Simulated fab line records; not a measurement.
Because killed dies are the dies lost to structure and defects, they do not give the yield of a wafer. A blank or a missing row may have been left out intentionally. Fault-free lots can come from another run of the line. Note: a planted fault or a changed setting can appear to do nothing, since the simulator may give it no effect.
2 desks looking at one fault + flow n5_finfet + only its own numbers are on each desk; what lay behind them is given at the end

## FOR THE TOOL OWNER'S DESK: rie_diel-06
The tool's own readings at N5_HKMG_FIN_ETCH_54 (etches SiARC in CF4, target depth 45.5 nm, time 75.8 s): means of the sampled wafers that have a number, for each lot that ran on this tool. Any lot whose mean is over 4 standard deviations away from the usual mean is out of limits and marked OUT; that distance is given in the brackets.
Columns: A = bias_w at N5_HKMG_FIN_ETCH_54, usual 36.01 W; B = drypump_motor_current_A at N5_HKMG_FIN_ETCH_54, usual 5.7 A; C = etch_rf_on_time_s at N5_HKMG_FIN_ETCH_54, usual 75.8 s; D = oes_product_au at N5_HKMG_FIN_ETCH_54, usual 0.69 a.u.; E = rf_vpp_V at N5_HKMG_FIN_ETCH_54, usual 184.0 V; F = showerhead_plenum_p_Torr at N5_HKMG_FIN_ETCH_54, usual 2.14 Torr; G = throttle_valve_pct at N5_HKMG_FIN_ETCH_54, usual 15.56 %
| lot  | first seen here | A     | B   | C               | D    | E               | F    | G     |
|------|-----------------|-------|-----|-----------------|------|-----------------|------|-------|
| L710 | day 5 18:44     | 35.98 | 5.4 | 76.6            | 0.66 | 183.5           | 2.09 | 15.51 |
| L719 | day 7 21:31     | 35.94 | 5.5 | 112.5 (+17) OUT | 0.58 | 205.9 (+24) OUT | 2.14 | 15.60 |
Finding of this desk: L719 out of limits; the first was L719 at day 7 21:31, on etch_rf_on_time_s at N5_HKMG_FIN_ETCH_54. Within limits: L710.

## THE METROLOGY DESK
Means of the sampled wafers that have a number, per lot and without regard to the tool the lot ran on: this is what the gauges read. Any lot whose mean is over 4 standard deviations away from the usual mean is out of limits and marked OUT; that distance is given in the brackets. It has 11 readings; the 7 that lie furthest out on some lot are the ones shown.
Columns: A = cd_nm at N5_HKMG_FIN_CD_MEAS_49, usual 202.0 nm; B = DIBL_N at N5_BEOL_M4_RC_MEAS_101, usual 36.3 mV/V; C = DIBL_P at N5_BEOL_M4_RC_MEAS_101, usual 36.5 mV/V; D = IOFF_P at N5_BEOL_M4_RC_MEAS_101, usual 0.22 nA/um; E = ION_P at N5_BEOL_M4_RC_MEAS_101, usual 465 uA/um; F = SS_P at N5_BEOL_M4_RC_MEAS_101, usual 73.3 mV/dec; G = VT_P at N5_BEOL_M4_RC_MEAS_101, usual -249.1 mV
| lot  | first seen here | A     | B    | C    | D    | E   | F    | G      |
|------|-----------------|-------|------|------|------|-----|------|--------|
| L703 | day 4 00:10     | 201.3 | 37.0 | 38.0 | 0.25 | 471 | 73.2 | -246.9 |
| L705 | day 4 13:35     | 201.8 | 36.8 | 36.1 | 0.20 | 460 | 72.9 | -251.2 |
| L706 | day 4 18:49     | 201.5 | 37.3 | 37.4 | 0.24 | 473 | 73.4 | -247.5 |
| L710 | day 5 18:31     | 201.8 | 36.4 | 33.8 | 0.19 | 462 | 72.5 | -251.5 |
| L712 | day 6 03:52     | 202.5 | 37.0 | 35.8 | 0.22 | 467 | 73.0 | -248.5 |
| L719 | day 7 21:11     | 201.8 | 33.3 | 34.9 | 0.19 | 460 | 73.1 | -251.9 |
| L721 | day 8 11:20     | 202.3 | 38.2 | 37.9 | 0.26 | 461 | 73.5 | -245.7 |
| L722 | day 8 15:03     | 202.3 | 36.7 | 36.6 | 0.19 | 454 | 73.1 | -253.0 |
| L724 | day 9 09:59     | 202.7 | 36.6 | 36.2 | 0.20 | 459 | 72.8 | -251.1 |
Finding of this desk: none of the 9 lots has anything out of limits.

## PUT TOGETHER
The tool owner's desk had the chance to raise an alarm at day 7 21:31 on L719.
Nothing out of limits was seen by the metrology desk.
The metrology desk holds a record of L719, inside its limits.
All the named lots went through N5_HKMG_FIN_ETCH_54 on rie_diel-06.

## WHAT WAS PUT IN BY THE SIMULATOR
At N5_HKMG_FIN_ETCH_54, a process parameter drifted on rie_diel-06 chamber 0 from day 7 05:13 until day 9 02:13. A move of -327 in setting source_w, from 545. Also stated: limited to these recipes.
Shown lots that were struck: L719.
Delay in hours, fault start to first out-of-limits reading, by desk: the tool owner's desk at 16.
